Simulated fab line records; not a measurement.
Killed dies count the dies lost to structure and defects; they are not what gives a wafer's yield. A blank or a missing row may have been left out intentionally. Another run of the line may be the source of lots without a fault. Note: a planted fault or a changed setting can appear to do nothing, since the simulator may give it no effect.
Matching of chambers ; flow n5_finfet ; cmp-02 running N5_BEOL_M1_CMP_52: 4 sister chambers
The step polishes, stops on SiOC, t overpolish 6.8 s, target thk 40 nm. 8 wafers are shown with their chamber, then 7 later ones without.

WAFERS PAIRED WITH THEIR CHAMBERS
wafer;chamber;motor_current_A (A);time_to_endpoint_s (s)
L077.1;3;5.5;62
L086.4;3;5.7;58
L086.6;1;5.5;64
L088.2;0;6.2;60
L088.3;1;5.2;70
L088.4;2;6.5;68
L091.3;0;6.1;61
L091.4;2;6.5;69

WAFERS WHOSE CHAMBER IS MISSING
wafer;motor_current_A (A);time_to_endpoint_s (s)
L091.5;5.7;68
L095.2;5.6;60
L095.5;6.2;68
L095.6;5.5;61
L096.1;6.5;70
L096.4;5.6;62
L096.6;5.7;61

WHICH CHAMBER EACH WENT THROUGH
wafer;from the rows above;in truth
L091.5;can't be placed: 1 or 3 or 0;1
L095.2;3;3
L095.5;can't be placed: 2 or 0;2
L095.6;can't be placed: 3 or 1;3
L096.1;2;2
L096.4;can't be placed: 3 or 1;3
L096.6;3;3
Correctly placed: 3 of 7. Can't be placed from these rows: 4 (the true chamber is among the candidates in 4). 0 placed wrongly.
How it was worked out, from the rows above alone: a wafer's distance from a chamber is the root of the sum, over the readings, of the square of ((its reading less the chamber's mean) divided by the reading's scatter). If the next closest chamber is less than 2 further off than the closest, the wafer can't be placed; otherwise it belongs to the closest. For every chamber, the mean is computed from those of its wafers that are shown. The scatter: take each reading less its chamber's mean, square it, sum over the shown wafers, divide by the number of wafers less the number of chambers, and take the root.
